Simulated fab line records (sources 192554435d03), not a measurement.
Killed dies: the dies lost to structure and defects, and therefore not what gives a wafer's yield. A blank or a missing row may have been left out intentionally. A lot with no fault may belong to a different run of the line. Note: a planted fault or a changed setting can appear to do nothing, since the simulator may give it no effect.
Chamber matching ; flow n5Finfet ; N5_GATE_CUT_ETCH_19 on rieDiel-04 has 4 sister chambers
The step etches SiNx in CH3F/O2, target depth 53.7 nm, time 76.7 s. 8 wafers are shown with their chamber, then 10 later ones without.

WAFERS WITH THEIR CHAMBER
wafer;chamber;drypumpMotorCurrentA (A);rfVppV (V)
L076.1;2;5.6;298
L081.1;1;5.8;300
L082.2;3;5.7;295
L082.5;3;5.7;296
L084.2;2;5.6;304
L084.6;0;5.1;290
L086.3;1;5.9;298
L086.5;0;5.1;288

WAFERS WITHOUT THEIR CHAMBER
wafer;drypumpMotorCurrentA (A);rfVppV (V)
L086.6;5.9;299
L087.3;5.7;296
L087.4;5.9;298
L087.5;5.1;290
L093.1;5.8;298
L093.2;5.1;289
L093.5;5.1;290
L094.1;5.9;299
L094.2;5.6;304
L094.4;5.7;300

THE CHAMBER EACH PASSED THROUGH
wafer;from the rows above;in truth
L086.6;1;1
L087.3;3;3
L087.4;1;1
L087.5;0;0
L093.1;can't be placed: 1 or 3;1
L093.2;0;0
L093.5;0;0
L094.1;1;1
L094.2;2;2
L094.4;can't be placed: 3 or 2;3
Correct placement for 8 of the 10. Can't be placed from these rows: 2 (the true chamber is among the candidates in 2). Number placed wrongly: 0.
How it was worked out, from the rows above alone: a wafer's distance from a chamber is the root of the sum, over the readings, of the square of ((its reading less the chamber's mean) divided by the reading's scatter). The wafer belongs to the nearest chamber; if the next one is less than 2 further off, it can't be placed. Each chamber's mean is taken over the wafers shown for it. The scatter is the square root of a quotient: the sum, over the shown wafers, of each reading's squared deviation from its chamber's mean, divided by wafers minus chambers.
